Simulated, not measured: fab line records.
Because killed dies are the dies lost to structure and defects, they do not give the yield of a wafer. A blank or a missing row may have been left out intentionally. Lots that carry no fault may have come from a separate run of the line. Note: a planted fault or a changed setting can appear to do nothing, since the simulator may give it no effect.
fab line records -- flow n5Finfet
[record] lots = 9, wafers = 26, lastDay = 16
route steps=1938 shown BEOL_M3@1006 BEOL_M4@1024 PASSIVATION@1936
lots that met no fault: taken from a fault-free run of the same line
startH: start of the lot's first displayed wafer, in hours after the record's first day -- waitH: hours elapsed since this lot's preceding step -- " as in the row above -- L1.1+2: a row that stands for several wafers -- - no value present, or no start provided -- * or withheld: withheld -- < > ~ a bound
route shown NAME@n: names a module that has steps shown in the file, with the first one's number in the route -- usual: mean and standard deviation over wafers with no fault -- same: alike in all rows -- chamber/n: place in a boat -- sites: the reading at each site -- _std_site: their standard deviation -- _edge_site: inner sites' mean taken away from outer sites' mean -- radiusMm: for every site, how far away it sits from the centre of the wafer -- mask NAME#n: copy n -- behind: the tool/chamber that last shaped the wafer -- hold: cause of the lot's hold/its duration in hours/its outcome -- device: names the non-switching transistor (n, p or np) -- end of line: the route-end tests of the same wafers -- for a step that has no rows: nothing shown but its recipe -- killed: at the first sort, the dies lost to defects and structure; wafer yield is something else -- map: a wafer's dies, x killed, . not, _ none there
set.NAME: the run value of the setting; set.NAME@STEP: its run value at that earlier step -- model.NAME: the simulator's own value behind a step, which no gauge read
one table for each step of the route and one row for each wafer, over a sample of lots
services: the hour from which a tool's chamber was out of use, counted from the record's first day as startH (under 0 if before that day), plus the number of hours and why
[[steps]]
[step N5_BEOL_M3_SPUTTER_92]
[recipe] material = Cu, targetThkA = 45, tempC = -20, chamberPressurePa = 0.07, powerW = withheld, timeS = 8.29
[usual] chamberPressurePa = 0.06998/0.00013, susceptorTempC = -20.00/0.12, throttleValvePct = 30.1/1.1
[same] timeS = 8.29
lot.wafer,tool,chamber,startH,waitH,chamberPressurePa,susceptorTempC,throttleValvePct
L135.2,pvdSputter-03,-,151.31,0.1,0.07008,-19.85,29.5
L135.3,pvdSputter-03,-,151.31,0.1,0.06992,-19.86,29.8
L135.5,pvdSputter-03,-,151.31,0.1,0.07029,-19.79,30.5
L136.3,pvdSputter-02,-,154.98,0.1,0.06977,-20.01,29.2
L136.4,pvdSputter-02,-,154.98,0.1,0.06998,-19.95,28.5
L136.6,pvdSputter-02,-,154.98,0.1,0.07003,-19.71,29.6
L138.1,pvdSputter-02,-,170.85,0.1,0.0699,-20.10,28.6
L138.3,pvdSputter-02,-,170.85,0.1,0.07006,-19.92,29.1
L138.4,pvdSputter-02,-,170.85,0.1,0.06971,-19.85,29.9
L140.1,pvdSputter-03,-,189.79,0.1,0.07014,-19.90,30.4
L140.4,pvdSputter-03,-,189.79,0.1,0.07011,-20.10,29.9
L143.2,pvdSputter-03,-,200.38,0.1,0.07004,-20.07,29.4
L143.4,pvdSputter-03,-,200.38,0.1,0.07004,-20.16,30.7
L143.6,pvdSputter-03,-,200.38,0.1,0.06992,-19.98,29.3
L147.2,pvdSputter-01,-,226.83,0.1,0.06993,-20.01,32.1
L147.3,pvdSputter-01,-,226.83,0.1,0.07019,-19.78,31.2
L147.5,pvdSputter-01,-,226.83,0.1,0.07013,-19.75,30.9
L149.3,pvdSputter-01,-,233.52,0.1,0.06996,-20.10,32.2
L149.4,pvdSputter-01,-,233.52,0.1,0.06991,-20.18,31.5
L149.6,pvdSputter-01,-,233.52,0.1,0.07001,-20.00,31.3
L150.4,pvdSputter-01,-,242.05,0.1,0.0701,-19.84,32.1
L150.5,pvdSputter-01,-,242.05,0.1,0.06972,-20.01,32.1
L150.6,pvdSputter-01,-,242.05,0.1,0.06994,-20.23,30.8
L153.1,pvdSputter-01,-,277.16,0.1,0.07011,-19.94,32.2
L153.2,pvdSputter-01,-,277.16,0.1,0.06975,-20.07,32.1
L153.3,pvdSputter-01,-,277.16,0.1,0.0698,-19.95,31.5
[step N5_BEOL_M3_SPUTTER_94]
[recipe] material = Cu, targetThkA = 45, tempC = -20, chamberPressurePa = 0.07, powerW = withheld, timeS = 8.29
[usual] chamberPressurePa = 0.07/0.00013, susceptorTempC = -19.99/0.11, throttleValvePct = 30.1/1.1
[same] timeS = 8.29
lot.wafer,tool,chamber,startH,waitH,chamberPressurePa,susceptorTempC,throttleValvePct
L135.2,pvdSputter-03,-,151.53,0.1,0.07009,-19.90,29.3
L135.3,pvdSputter-03,-,151.53,0.1,0.07015,-19.99,30.0
L135.5,pvdSputter-03,-,151.53,0.1,0.07013,-20.00,30.5
L136.3,pvdSputter-02,-,155.20,0.1,0.07001,-19.77,29.1
L136.4,pvdSputter-02,-,155.20,0.1,0.06977,-20.04,28.7
L136.6,pvdSputter-02,-,155.20,0.1,0.06983,-20.09,29.8
L138.1,pvdSputter-02,-,171.07,0.1,0.07025,-19.99,28.4
L138.3,pvdSputter-02,-,171.07,0.1,0.07008,-19.98,29.3
L138.4,pvdSputter-02,-,171.07,0.1,0.06999,-19.94,29.9
L140.1,pvdSputter-03,-,190.01,0.1,0.06976,-19.96,30.6
L140.4,pvdSputter-03,-,190.01,0.1,0.07007,-19.93,29.7
L143.2,pvdSputter-03,-,200.60,0.1,0.07,-20.08,29.4
L143.4,pvdSputter-03,-,200.60,0.1,0.06982,-20.11,30.6
L143.6,pvdSputter-03,-,200.60,0.1,0.06995,-19.98,29.2
L147.2,pvdSputter-01,-,227.05,0.1,0.06972,-19.94,31.8
L147.3,pvdSputter-01,-,227.05,0.1,0.06986,-20.00,31.6
L147.5,pvdSputter-01,-,227.05,0.1,0.06969,-19.76,30.8
L149.3,pvdSputter-01,-,233.74,0.1,0.06999,-19.91,31.8
L149.4,pvdSputter-01,-,233.74,0.1,0.0701,-20.08,31.4
L149.6,pvdSputter-01,-,233.74,0.1,0.07008,-20.00,31.7
L150.4,pvdSputter-01,-,242.27,0.1,0.06998,-20.25,32.0
L150.5,pvdSputter-01,-,242.27,0.1,0.07004,-20.14,31.9
L150.6,pvdSputter-01,-,242.27,0.1,0.06997,-19.87,30.9
L153.1,pvdSputter-01,-,277.38,0.1,0.07008,-20.15,31.9
L153.2,pvdSputter-01,-,277.38,0.1,0.07008,-20.17,31.9
L153.3,pvdSputter-01,-,277.38,0.1,0.06998,-19.92,31.2
[step N5_BEOL_M3_PRE_CLEAN_60]
[recipe] gas = NH3/H2, timeS = 15, tempC = *, rfPowerW = 300
[usual] heaterPowerW = 88/22, susceptorTempC = *
[same] timeS = 15
lot.wafer,tool,chamber,startH,waitH,heaterPowerW,susceptorTempC
L135.2,cvdCo-01,0,152.83,0.0,49,*
L135.3,cvdCo-01,0,152.83,0.0,50,*
L135.5,cvdCo-01,0,152.83,0.0,49,*
L136.3,cvdCo-02,1,156.24,0.0,95,*
L136.4,cvdCo-02,2,156.24,0.0,89,*
L136.6,cvdCo-02,0,156.24,0.0,104,*
L138.1,cvdCo-02,1,172.12,0.0,96,*
L138.3,cvdCo-02,2,172.12,0.0,88,*
L138.4,cvdCo-02,2,172.12,0.0,88,*
L140.1,cvdCo-01,0,191.05,0.0,49,*
L140.4,cvdCo-01,2,191.05,0.0,71,*
L143.2,cvdCo-02,2,201.65,0.0,91,*
L143.4,cvdCo-02,1,201.65,0.0,95,*
L143.6,cvdCo-02,2,201.65,0.0,88,*
L147.2,cvdCo-02,1,228.25,0.2,97,*
L147.3,cvdCo-02,2,228.25,0.2,88,*
L147.5,cvdCo-02,0,228.25,0.2,106,*
L149.3,cvdCo-01,1,236.13,0.2,113,*
L149.4,cvdCo-01,1,236.13,0.2,118,*
L149.6,cvdCo-01,2,236.13,0.2,71,*
L150.4,cvdCo-02,0,243.33,0.1,107,*
L150.5,cvdCo-02,2,243.33,0.1,88,*
L150.6,cvdCo-02,1,243.33,0.1,94,*
L153.1,cvdCo-01,1,278.42,0.0,113,*
L153.2,cvdCo-01,0,278.42,0.0,51,*
L153.3,cvdCo-01,2,278.42,0.0,70,*
[step N5_BEOL_M3_INSPECT_59]
[recipe] inspectInstrument = darkfield, mode = postDep
[usual] rawDefectCount = 69/21
lot.wafer,tool,chamber,startH,waitH,rawDefectCount
L135.2,defectInspect-01,-,153.13,0.0,72
L135.3,defectInspect-01,-,153.13,0.0,76
L135.5,defectInspect-01,-,153.13,0.0,71
L136.3,defectInspect-01,-,156.49,0.0,71
L136.4,defectInspect-01,-,156.49,0.0,97
L136.6,defectInspect-01,-,156.49,0.0,68
L138.1,defectInspect-01,-,172.37,0.0,110
L138.3,defectInspect-01,-,172.37,0.0,113
L138.4,defectInspect-01,-,172.37,0.0,89
L140.1,defectInspect-02,-,191.30,0.0,64
L140.4,defectInspect-02,-,191.30,0.0,55
L143.2,defectInspect-01,-,201.90,0.0,56
L143.4,defectInspect-01,-,201.90,0.0,45
L143.6,defectInspect-01,-,201.90,0.0,98
L147.2,defectInspect-02,-,228.50,0.0,821
L147.3,defectInspect-02,-,228.50,0.0,59
L147.5,defectInspect-02,-,228.50,0.0,45
L149.3,defectInspect-02,-,236.38,0.0,58
L149.4,defectInspect-02,-,236.38,0.0,34
L149.6,defectInspect-02,-,236.38,0.0,49
L150.4,defectInspect-02,-,243.60,0.0,65
L150.5,defectInspect-02,-,243.60,0.0,91
L150.6,defectInspect-02,-,243.60,0.0,925
L153.1,defectInspect-02,-,278.67,0.0,55
L153.2,defectInspect-02,-,278.67,0.0,34
L153.3,defectInspect-02,-,278.67,0.0,41
[step N5_BEOL_M4_HM_DEP_02]
[recipe] material = TiN, targetThkA = 200, tempC = 25, chamberPressurePa = 0.49996
[usual] chamberPressurePa = 0.4998/0.001, susceptorTempC = 25.01/0.11, throttleValvePct = 29.6/1.2
lot.wafer,tool,chamber,startH,waitH,chamberPressurePa,susceptorTempC,throttleValvePct
L135.2,pvdSputter-02,-,155.64,2.3,0.5010,25.01,29.4
L135.3,pvdSputter-02,-,155.64,2.3,0.4996,24.98,28.0
L135.5,pvdSputter-02,-,155.64,2.3,0.4997,25.01,29.1
L136.3,pvdSputter-02,-,159.00,2.3,0.5005,24.94,28.4
L136.4,pvdSputter-02,-,159.00,2.3,0.5004,25.01,28.3
L136.6,pvdSputter-02,-,159.00,2.3,0.5005,25.14,28.6
L138.1,pvdSputter-02,-,174.67,2.1,0.4994,25.04,28.5
L138.3,pvdSputter-02,-,174.67,2.1,0.4999,24.84,29.2
L138.4,pvdSputter-02,-,174.67,2.1,0.4995,24.90,28.2
L140.1,pvdSputter-03,-,192.51,1.0,0.5003,24.91,29.8
L140.4,pvdSputter-03,-,192.51,1.0,0.5009,25.04,29.4
L143.2,pvdSputter-02,-,202.44,0.4,0.4978,25.12,28.0
L143.4,pvdSputter-02,-,202.44,0.4,0.4988,25.04,28.6
L143.6,pvdSputter-02,-,202.44,0.4,0.4991,25.06,28.1
L147.2,pvdSputter-02,-,230.32,1.7,0.4999,24.96,29.6
L147.3,pvdSputter-02,-,230.32,1.7,0.4992,25.11,29.2
L147.5,pvdSputter-02,-,230.32,1.7,0.4990,25.11,28.6
L149.3,pvdSputter-03,-,237.77,1.2,0.5015,25.08,29.3
L149.4,pvdSputter-03,-,237.77,1.2,0.4992,24.97,30.7
L149.6,pvdSputter-03,-,237.77,1.2,0.4980,25.11,29.9
L150.4,pvdSputter-03,-,243.82,0.0,0.4996,24.86,30.6
L150.5,pvdSputter-03,-,243.82,0.0,0.4998,24.74,30.5
L150.6,pvdSputter-03,-,243.82,0.0,0.4996,25.00,29.7
L153.1,pvdSputter-02,-,278.89,0.1,0.5012,24.90,28.1
L153.2,pvdSputter-02,-,278.89,0.1,0.5003,25.04,28.3
L153.3,pvdSputter-02,-,278.89,0.1,0.4994,24.99,29.4
[step N5_BEOL_M4_INSPECT_13]
[recipe] mode = adi, inspectInstrument = brightfield
[usual] rawDefectCount = 381/89
lot.wafer,tool,chamber,startH,waitH,rawDefectCount
L135.2,defectInspect-02,-,156.13,0.1,377
L135.3,defectInspect-02,-,156.13,0.1,294
L135.5,defectInspect-02,-,156.13,0.1,338
L136.3,defectInspect-01,-,159.48,0.0,520
L136.4,defectInspect-01,-,159.48,0.0,468
L136.6,defectInspect-01,-,159.48,0.0,375
L138.1,defectInspect-01,-,175.15,0.1,563
L138.3,defectInspect-01,-,175.15,0.1,481
L138.4,defectInspect-01,-,175.15,0.1,453
L140.1,defectInspect-01,-,192.99,0.1,401
L140.4,defectInspect-01,-,192.99,0.1,363
L143.2,defectInspect-02,-,202.92,0.0,364
L143.4,defectInspect-02,-,202.92,0.0,262
L143.6,defectInspect-02,-,202.92,0.0,349
L147.2,defectInspect-02,-,230.93,0.0,1038
L147.3,defectInspect-02,-,230.93,0.0,296
L147.5,defectInspect-02,-,230.93,0.0,300
L149.3,defectInspect-01,-,238.25,0.0,404
L149.4,defectInspect-01,-,238.25,0.0,535
L149.6,defectInspect-01,-,238.25,0.0,352
L150.4,defectInspect-02,-,244.30,0.0,292
L150.5,defectInspect-02,-,244.30,0.0,316
L150.6,defectInspect-02,-,244.30,0.0,1237
L153.1,defectInspect-02,-,279.50,0.1,293
L153.2,defectInspect-02,-,279.50,0.1,225
L153.3,defectInspect-02,-,279.50,0.1,267
[step N5_BEOL_M4_INSPECT_30]
[recipe] mode = adi, inspectInstrument = brightfield
[usual] rawDefectCount = 381/86
lot.wafer,tool,chamber,startH,waitH,rawDefectCount
L135.2,defectInspect-02,-,157.13,0.0,388
L135.3,defectInspect-02,-,157.13,0.0,290
L135.5,defectInspect-02,-,157.13,0.0,348
L136.3,defectInspect-01,-,160.37,0.1,465
L136.4,defectInspect-01,-,160.37,0.1,532
L136.6,defectInspect-01,-,160.37,0.1,388
L138.1,defectInspect-02,-,176.49,0.1,548
L138.3,defectInspect-02,-,176.49,0.1,441
L138.4,defectInspect-02,-,176.49,0.1,423
L140.1,defectInspect-02,-,193.87,0.1,359
L140.4,defectInspect-02,-,193.87,0.1,355
L143.2,defectInspect-01,-,203.96,0.0,374
L143.4,defectInspect-01,-,203.96,0.0,288
L143.6,defectInspect-01,-,203.96,0.0,357
L147.2,defectInspect-01,-,231.90,0.0,1051
L147.3,defectInspect-01,-,231.90,0.0,310
L147.5,defectInspect-01,-,231.90,0.0,290
L149.3,defectInspect-02,-,240.09,0.0,386
L149.4,defectInspect-02,-,240.09,0.0,500
L149.6,defectInspect-02,-,240.09,0.0,328
L150.4,defectInspect-02,-,245.18,0.0,307
L150.5,defectInspect-02,-,245.18,0.0,303
L150.6,defectInspect-02,-,245.18,0.0,1260
L153.1,defectInspect-02,-,280.55,0.1,279
L153.2,defectInspect-02,-,280.55,0.1,216
L153.3,defectInspect-02,-,280.55,0.1,250
[step N5_BEOL_M4_RC_MEAS_101]
[usual] DIBL_N = 37.2/1.8, DIBL_P = 37.5/2.5, IOFF_N = 0.17/0.038, IOFF_P = 0.24/0.046, ION_N = 681/13, ION_P = 469/8.5, SS_N = 71.7/0.6, SS_P = 73.6/0.69, VT_N = 249/3.4, VT_P = -248/3.6
lot.wafer,tool,chamber,startH,waitH,DIBL_N[mV/V],DIBL_P[mV/V],IOFF_N[nA/um],IOFF_P[nA/um],ION_N[uA/um],ION_P[uA/um],SS_N[mV/dec],SS_P[mV/dec],VT_N[mV],VT_P[mV]
L135.2,prober-01,0,163.31,0.2,37.7,36.6,0.20,0.28,690,478,72.4,73.8,248,-245
L135.3,prober-01,0,163.31,0.2,37.1,35.3,0.16,0.25,673,466,71.7,73.3,251,-246
L135.5,prober-01,0,163.31,0.2,34.6,33.2,0.14,0.22,667,463,70.9,72.3,252,-245
L136.3,prober-02,0,167.15,0.3,34.2,33.7,0.12,0.18,651,450,70.9,72.6,255,-254
L136.4,prober-02,0,167.15,0.3,35.2,34.3,0.14,0.20,661,456,71.7,73.1,253,-250
L136.6,prober-02,0,167.15,0.3,36.5,36.2,0.16,0.23,690,474,71.4,73.9,248,-247
L138.1,prober-01,0,183.60,0.0,39.9,42.1,0.24,0.28,695,472,71.9,73.5,246,-249
L138.3,prober-01,0,183.60,0.0,36.9,37.2,0.15,0.19,686,467,71.3,72.6,251,-255
L138.4,prober-01,0,183.60,0.0,38.6,39.4,0.19,0.21,673,454,71.7,73.9,249,-253
L140.1,prober-01,0,205.61,0.0,40.1,41.0,0.24,0.39,707,491,72.4,75.2,242,-239
L140.4,prober-01,0,205.61,0.0,33.7,32.9,0.11,0.21,665,469,70.6,73.3,255,-247
L143.2,prober-02,0,211.90,0.2,37.2,37.6,0.18,0.25,678,470,72.1,73.8,247,-246
L143.4,prober-02,0,211.90,0.2,35.4,34.7,0.14,0.20,667,464,71.1,73.0,252,-251
L143.6,prober-02,0,211.90,0.2,34.3,33.6,0.12,0.18,666,461,70.8,72.5,252,-249
L147.2,prober-02,0,238.47,0.5,39.4,40.3,0.22,0.27,695,469,72.3,74.3,248,-247
L147.3,prober-02,0,238.47,0.5,38.4,38.3,0.18,0.24,674,462,72.2,73.6,249,-249
L147.5,prober-02,0,238.47,0.5,37.4,37.8,0.16,0.22,673,463,71.8,73.6,251,-248
L149.3,prober-01,0,254.62,0.3,37.1,37.0,0.17,0.25,683,470,72.0,74.0,250,-248
L149.4,prober-01,0,254.62,0.3,37.5,36.9,0.17,0.23,666,462,72.2,73.9,249,-252
L149.6,prober-01,0,254.62,0.3,36.6,36.5,0.15,0.23,664,459,72.2,74.0,253,-248
L150.4,prober-02,0,262.43,0.5,37.3,37.5,0.16,0.25,684,475,71.5,72.4,250,-246
L150.5,prober-02,0,262.43,0.5,37.1,37.0,0.16,0.24,678,473,71.6,73.1,251,-248
L150.6,prober-02,0,262.43,0.5,37.8,38.7,0.17,0.27,687,477,72.3,73.7,249,-244
L153.1,prober-02,0,287.71,0.0,35.5,36.0,0.13,0.16,670,450,71.8,72.4,250,-257
L153.2,prober-02,0,287.71,0.0,35.7,36.7,0.14,0.18,675,457,71.1,73.8,252,-254
L153.3,prober-02,0,287.71,0.0,39.6,41.4,0.23,0.26,691,468,71.7,74.1,244,-249
[step N5_PASSIVATION_PROBE_49]
[usual] defectLimitedYield = 91.2/1.4, killed_at_M0_to_M3 = 32/10, killed_at_M4_up = 14/6.2, killedAtContacts = 12/6.3, killedAtFrontEnd = 42/13, killedAtOther = 4/3.4, killedDies = 104/17, killedOnRim = 14/3.8, killedOpen = 67/12, killedShort = 34/8.1, sort_bin_4_leakage = 0.02/0.13, sort_bin_5_function = 5.2/0.93, sort_bin_6_memory = 3.2/0.65, sortNPass = 1075/16, sortYieldPct = 91.1/1.4
[same] grossDies = 1180, killedAtBackSide = 0, sort_bin_8_speed[%] = 0
lot.wafer,tool,chamber,startH,waitH,defectLimitedYield[%],killed_at_M0_to_M3,killed_at_M4_up,killedAtContacts,killedAtFrontEnd,killedAtOther,killedDies,killedOnRim,killedOpen,killedShort,sort_bin_4_leakage[%],sort_bin_5_function[%],sort_bin_6_memory[%],sortNPass,sortYieldPct[%]
L136.3,prober-01,-,266.53,0.1,88.6,45,20,20,45,5,135,15,88,44,0,6.2,4.7,1045,88.6
L136.4,prober-01,-,266.58,0.2,92.7,22,21,12,31,0,86,15,54,31,0,4.3,2.7,1094,92.7
L136.6,prober-01,-,266.68,0.3,89.7,35,21,20,40,6,122,19,82,40,0,5.9,4.0,1058,89.7
L143.2,prober-02,-,325.38,0.1,93.2,19,14,7,34,6,80,14,45,26,0,3.4,2.4,1100,93.2
L147.2,prober-01,-,349.50,0.1,85.3,90,11,10,56,6,173,28,68,41,0,9.0,3.6,1007,85.3
L147.3,prober-01,-,349.55,0.1,87.7,31,17,12,75,10,145,14,88,44,0,6.7,4.6,1035,87.7
L147.5,prober-01,-,349.65,0.2,88.6,43,14,17,57,3,134,16,80,49,0,6.1,4.8,1046,88.6
L150.4,prober-02,-,360.65,0.2,90.6,38,10,16,47,0,111,13,68,42,0,5.3,3.5,1069,90.6
L150.5,prober-02,-,360.70,0.2,88.8,39,10,20,58,5,132,11,85,47,0,6.0,4.5,1048,88.8
L150.6,prober-02,-,360.75,0.3,85.7,103,11,4,46,5,169,29,72,33,0,8.7,3.9,1011,85.7
// killed by level:class
L136.3 MOL_CONTACT_COAG:geometricParticle:open=16 STI_FIN_REVEAL:geometricParticle:open=16 BEOL_M0_SAQP:geometricParticle:short=10 BEOL_M0_SAQP:geometricParticle:open=8 BEOL_M2:geometricParticle:open=8 BEOL_M4:geometricParticle:open=7 FIN_SAQP:geometricParticle:short=6 STI_FIN_REVEAL:geometricParticle:short=6
L136.4 MOL_CONTACT_COAG:geometricParticle:open=11 FIN_SAQP:geometricParticle:short=9 BEOL_M1:geometricParticle:open=7 BEOL_M4:geometricParticle:open=7 FIN_SAQP:geometricParticle:open=6 STI_FIN_REVEAL:geometricParticle:open=4 BEOL_M0_SAQP:geometricParticle:short=4 BEOL_M6:geometricParticle:open=4
L136.6 STI_FIN_REVEAL:geometricParticle:open=16 MOL_CONTACT_COAG:geometricParticle:open=14 BEOL_M4:geometricParticle:open=14 BEOL_M0_SAQP:geometricParticle:open=11 BEOL_M0_SAQP:geometricParticle:short=9 BEOL_M1:geometricParticle:open=7 MOL_CONTACT_COAG:geometricParticle:short=6 GATE_CUT:geometricParticle:short=4
L143.2 DUMMY_GATE:geometricParticle:open=9 HKMG_FIN:areaEtch=8 BEOL_M1:geometricParticle:open=6 BEOL_M0_SAQP:geometricParticle:short=6 MOL_CONTACT_COAG:geometricParticle:open=5 BEOL_M4:geometricParticle:open=5 BEOL_M8:geometricParticle:open=5 GATE_CUT:geometricParticle:short=4
L147.2 BEOL_M3:unspecified=62 FIN_SAQP:geometricParticle:open=22 FIN_SAQP:geometricParticle:short=11 MOL_CONTACT_COAG:geometricParticle:open=7 BEOL_M0_SAQP:geometricParticle:short=7 BEOL_M0_SAQP:geometricParticle:open=6 STI_FIN_REVEAL:geometricParticle:open=6 BEOL_M1:geometricParticle:open=5
L147.3 STI_FIN_REVEAL:geometricParticle:open=17 FIN_SAQP:geometricParticle:short=16 MOL_CONTACT_COAG:geometricParticle:open=11 FIN_SAQP:geometricParticle:open=9 BEOL_M3:geometricParticle:open=9 HKMG_FIN:areaEtch=8 GATE_CUT:geometricParticle:short=6 BEOL_M0:geometricParticle:open=6
L147.5 STI_FIN_REVEAL:geometricParticle:open=11 FIN_SAQP:geometricParticle:open=10 MOL_CONTACT_COAG:geometricParticle:open=10 BEOL_M0_SAQP:geometricParticle:short=9 BEOL_M0_SAQP:geometricParticle:open=9 BEOL_M1:geometricParticle:open=9 BEOL_M4:geometricParticle:open=9 STI_FIN_REVEAL:geometricParticle:short=7
L150.4 FIN_SAQP:geometricParticle:short=13 MOL_CONTACT_COAG:geometricParticle:open=10 FIN_SAQP:geometricParticle:open=9 STI_FIN_REVEAL:geometricParticle:open=8 BEOL_M3:geometricParticle:open=7 BEOL_M1:geometricParticle:open=6 MOL_CONTACT_COAG:geometricParticle:short=6 BEOL_M0_SAQP:geometricParticle:short=6
L150.5 MOL_CONTACT_COAG:geometricParticle:open=17 DUMMY_GATE:geometricParticle:open=12 FIN_SAQP:geometricParticle:open=11 BEOL_M0_SAQP:geometricParticle:short=11 STI_FIN_REVEAL:geometricParticle:open=10 FIN_SAQP:geometricParticle:short=8 BEOL_M2:geometricParticle:open=7 BEOL_M0_SAQP:geometricParticle:open=5
L150.6 BEOL_M3:unspecified=63 FIN_SAQP:geometricParticle:open=14 BEOL_M3:geometricParticle:open=13 FIN_SAQP:geometricParticle:short=10 BEOL_M0_SAQP:geometricParticle:short=7 BEOL_M0_SAQP:geometricParticle:open=7 GATE_CUT:geometricParticle:open=6 STI_FIN_REVEAL:geometricParticle:open=5
[[services]]
tool,chamber,startH,hours,kind
cvdCo-01,2,152.30,3.1,repair
cvdCo-01,-,205.12,28.1,pm
cvdCo-02,-,229.44,0.8,repair
[[key]]
[firstSign] step = N5_BEOL_M3_INSPECT_59, reading = rawDefectCount, direction = up, sigmas = 37, usual = 69, struck = 873
[effect] step = N5_BEOL_M4_INSPECT_13, reading = rawDefectCount, direction = up, sigmas = 8.5, usual = 381, struck = 1138
[effect] step = N5_BEOL_M4_INSPECT_30, reading = rawDefectCount, direction = up, sigmas = 9, usual = 381, struck = 1156
[effect] step = N5_PASSIVATION_PROBE_49, reading = killed_at_M0_to_M3, direction = up, sigmas = 6.3, usual = 32, struck = 96
[moreKillsBornAt] N5_BEOL_M3_PRE_CLEAN_60@cvdCo-02 = 125
metAt N5_BEOL_M3_PRE_CLEAN_60
struckLots L147,L150
struckWafers L147.2,L150.6
notActingAt N5_BEOL_M3_SPUTTER_92,N5_BEOL_M3_SPUTTER_94,N5_BEOL_M4_HM_DEP_02
onsetBetween 201.65 228.25
[fault] kind = chamberParticleSource, tool = cvdCo-02, chamber = 1, onsetH = 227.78, steps = N5_BEOL_M3_PRE_CLEAN_60, ratePerVisitCm2 = 1.2417, endH = 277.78
